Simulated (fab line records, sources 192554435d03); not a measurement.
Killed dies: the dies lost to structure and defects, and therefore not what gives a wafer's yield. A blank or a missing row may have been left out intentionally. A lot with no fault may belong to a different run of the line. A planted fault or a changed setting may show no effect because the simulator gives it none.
Chamber matching :: flow n5 finfet :: rie diel-01 running N5_BEOL_M0_SAQP_STRIP_108: 4 sister chambers
The step strips in N2/H2. 20 wafers are shown with their chamber, then 10 later ones without.

== WAFERS, EACH WITH ITS CHAMBER ==
wafer: L076.3
chamber: 3
showerhead plenum p Torr (Torr): 3.42
drypump motor current A (A): 5.3
throttle valve pct (%): 19.3

wafer: L076.4
chamber: 1
showerhead plenum p Torr (Torr): 3.50
drypump motor current A (A): 5.8
throttle valve pct (%): 19.2

wafer: L076.6
chamber: 0
showerhead plenum p Torr (Torr): 3.26
drypump motor current A (A): 6.4
throttle valve pct (%): 18.6

wafer: L077.1
chamber: 3
showerhead plenum p Torr (Torr): 3.42
drypump motor current A (A): 5.3
throttle valve pct (%): 19.3

wafer: L077.2
chamber: 1
showerhead plenum p Torr (Torr): 3.50
drypump motor current A (A): 5.7
throttle valve pct (%): 19.2

wafer: L077.3
chamber: 2
showerhead plenum p Torr (Torr): 3.41
drypump motor current A (A): 5.1
throttle valve pct (%): 19.5

wafer: L079.1
chamber: 3
showerhead plenum p Torr (Torr): 3.41
drypump motor current A (A): 5.3
throttle valve pct (%): 19.3

wafer: L079.3
chamber: 1
showerhead plenum p Torr (Torr): 3.50
drypump motor current A (A): 5.8
throttle valve pct (%): 19.2

wafer: L079.4
chamber: 1
showerhead plenum p Torr (Torr): 3.50
drypump motor current A (A): 5.7
throttle valve pct (%): 19.2

wafer: L080.1
chamber: 3
showerhead plenum p Torr (Torr): 3.41
drypump motor current A (A): 5.3
throttle valve pct (%): 19.3

wafer: L080.4
chamber: 1
showerhead plenum p Torr (Torr): 3.50
drypump motor current A (A): 5.8
throttle valve pct (%): 19.2

wafer: L080.5
chamber: 2
showerhead plenum p Torr (Torr): 3.41
drypump motor current A (A): 5.1
throttle valve pct (%): 19.5

wafer: L086.1
chamber: 3
showerhead plenum p Torr (Torr): 3.41
drypump motor current A (A): 5.3
throttle valve pct (%): 19.3

wafer: L086.2
chamber: 0
showerhead plenum p Torr (Torr): 3.25
drypump motor current A (A): 6.4
throttle valve pct (%): 18.1

wafer: L086.3
chamber: 2
showerhead plenum p Torr (Torr): 3.40
drypump motor current A (A): 5.1
throttle valve pct (%): 19.5

wafer: L088.1
chamber: 0
showerhead plenum p Torr (Torr): 3.25
drypump motor current A (A): 6.3
throttle valve pct (%): 18.1

wafer: L088.4
chamber: 0
showerhead plenum p Torr (Torr): 3.25
drypump motor current A (A): 6.4
throttle valve pct (%): 18.1

wafer: L088.5
chamber: 2
showerhead plenum p Torr (Torr): 3.40
drypump motor current A (A): 5.1
throttle valve pct (%): 19.5

wafer: L089.1
chamber: 2
showerhead plenum p Torr (Torr): 3.40
drypump motor current A (A): 5.1
throttle valve pct (%): 19.5

wafer: L089.3
chamber: 3
showerhead plenum p Torr (Torr): 3.40
drypump motor current A (A): 5.3
throttle valve pct (%): 19.3

SIGNATURES (averages over the wafers above)
reading: showerhead plenum p Torr
chamber 0: 3.2525
chamber 1: 3.5000
chamber 2: 3.4040
chamber 3: 3.4117
scatter within a chamber: 0.00547

reading: drypump motor current A
chamber 0: 6.375
chamber 1: 5.760
chamber 2: 5.100
chamber 3: 5.300
scatter within a chamber: 0.0349

reading: throttle valve pct
chamber 0: 18.225
chamber 1: 19.200
chamber 2: 19.500
chamber 3: 19.300
scatter within a chamber: 0.108
Rule: a wafer's distance from a chamber is the root of the sum, over the readings, of the square of ((its reading less the chamber's mean) divided by the reading's scatter). The wafer belongs to the nearest chamber; if the next one is less than 2 further off, it can't be placed. The scatter is the square root of a quotient: the sum, over the shown wafers, of each reading's squared deviation from its chamber's mean, divided by wafers minus chambers.

== WAFERS WITH NO CHAMBER GIVEN ==
wafer: L089.6
showerhead plenum p Torr (Torr): 3.25
drypump motor current A (A): 6.4
throttle valve pct (%): 18.1

wafer: L092.1
showerhead plenum p Torr (Torr): 3.39
drypump motor current A (A): 5.1
throttle valve pct (%): 19.5

wafer: L092.3
showerhead plenum p Torr (Torr): 3.40
drypump motor current A (A): 5.3
throttle valve pct (%): 19.3

wafer: L092.6
showerhead plenum p Torr (Torr): 3.49
drypump motor current A (A): 5.8
throttle valve pct (%): 19.3

wafer: L094.4
showerhead plenum p Torr (Torr): 3.39
drypump motor current A (A): 5.1
throttle valve pct (%): 19.5

wafer: L094.5
showerhead plenum p Torr (Torr): 3.48
drypump motor current A (A): 5.7
throttle valve pct (%): 19.3

wafer: L094.6
showerhead plenum p Torr (Torr): 3.25
drypump motor current A (A): 6.4
throttle valve pct (%): 18.1

wafer: L095.1
showerhead plenum p Torr (Torr): 3.24
drypump motor current A (A): 6.4
throttle valve pct (%): 18.1

wafer: L095.2
showerhead plenum p Torr (Torr): 3.48
drypump motor current A (A): 5.8
throttle valve pct (%): 19.3

wafer: L095.4
showerhead plenum p Torr (Torr): 3.48
drypump motor current A (A): 5.8
throttle valve pct (%): 19.3

== THE CHAMBER EACH PASSED THROUGH ==
wafer: L089.6
from the rows above: 0
in truth: 0

wafer: L092.1
from the rows above: 2
in truth: 2

wafer: L092.3
from the rows above: 3
in truth: 3

wafer: L092.6
from the rows above: 1
in truth: 1

wafer: L094.4
from the rows above: 2
in truth: 2

wafer: L094.5
from the rows above: 1
in truth: 1

wafer: L094.6
from the rows above: 0
in truth: 0

wafer: L095.1
from the rows above: 0
in truth: 0

wafer: L095.2
from the rows above: 1
in truth: 1

wafer: L095.4
from the rows above: 1
in truth: 1
10 of 10 placed correctly. Left unplaced by these rows: 0. 0 placed wrongly.
